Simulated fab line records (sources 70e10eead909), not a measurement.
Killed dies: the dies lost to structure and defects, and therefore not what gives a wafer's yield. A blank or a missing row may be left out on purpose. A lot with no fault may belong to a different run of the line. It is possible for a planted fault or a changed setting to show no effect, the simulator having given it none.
Matching of chambers    flow nandHarc    4 sister chambers for NHARC_P_GATE_DESCUM_48 on rieDiel-13
The step chemistry O2, time 3 s. 14 wafers are shown with their chamber, then 7 later ones without.

## EACH WAFER AND ITS CHAMBER
wafer   chamber  showerheadPlenumPTorr (Torr)  drypumpMotorCurrentA (A)  oesProductAu (a.u.)
L076.3  3        1.92                          5.4                       1.021
L076.4  1        2.08                          5.7                       0.995
L076.5  3        1.92                          5.4                       1.020
L080.1  1        2.07                          5.7                       0.988
L080.2  2        1.84                          6.3                       0.991
L080.6  1        2.07                          5.7                       0.998
L081.2  0        1.97                          5.9                       1.012
L081.3  1        2.07                          5.6                       0.985
L081.5  0        1.97                          5.9                       1.002
L088.3  2        1.84                          6.3                       0.988
L088.4  0        1.97                          5.9                       0.987
L088.6  3        1.91                          5.4                       1.013
L089.1  3        1.91                          5.4                       1.009
L089.5  3        1.91                          5.4                       1.020

SIGNATURES (averages over the wafers above)
reading                chamber 0  chamber 1  chamber 2  chamber 3  scatter within a chamber
showerheadPlenumPTorr  1.9700     2.0725     1.8400     1.9140     0.00442
drypumpMotorCurrentA   5.900      5.675      6.300      5.400      0.0274
oesProductAu           1.00033    0.99150    0.98950    1.01660    0.00737
Rule: for each reading, subtract the chamber's mean from the wafer's reading, divide by that reading's scatter and square the result; add these up over the readings and take the root, which gives the wafer's distance from the chamber. The wafer belongs to the nearest chamber; if the next one is less than 2 further off, it can't be placed. How the scatter is found: for the shown wafers, subtract from each reading the mean of its chamber, square and add these, divide the total by (wafers less chambers), then take the root.

## WAFERS WITH NO CHAMBER GIVEN
wafer   showerheadPlenumPTorr (Torr)  drypumpMotorCurrentA (A)  oesProductAu (a.u.)
L089.6  1.84                          6.3                       0.999
L093.2  1.83                          6.3                       0.993
L093.4  2.06                          5.7                       0.988
L093.6  1.97                          5.9                       1.005
L095.2  2.06                          5.7                       0.993
L095.4  1.91                          5.4                       1.015
L095.6  1.83                          6.3                       0.987

## WHICH CHAMBER EACH WENT THROUGH
wafer   from the rows above  in truth
L089.6  2                    2
L093.2  2                    2
L093.4  1                    1
L093.6  0                    0
L095.2  1                    1
L095.4  3                    3
L095.6  2                    2
7 of 7 placed correctly. Left unplaced by these rows: 0. Placed wrongly: 0.
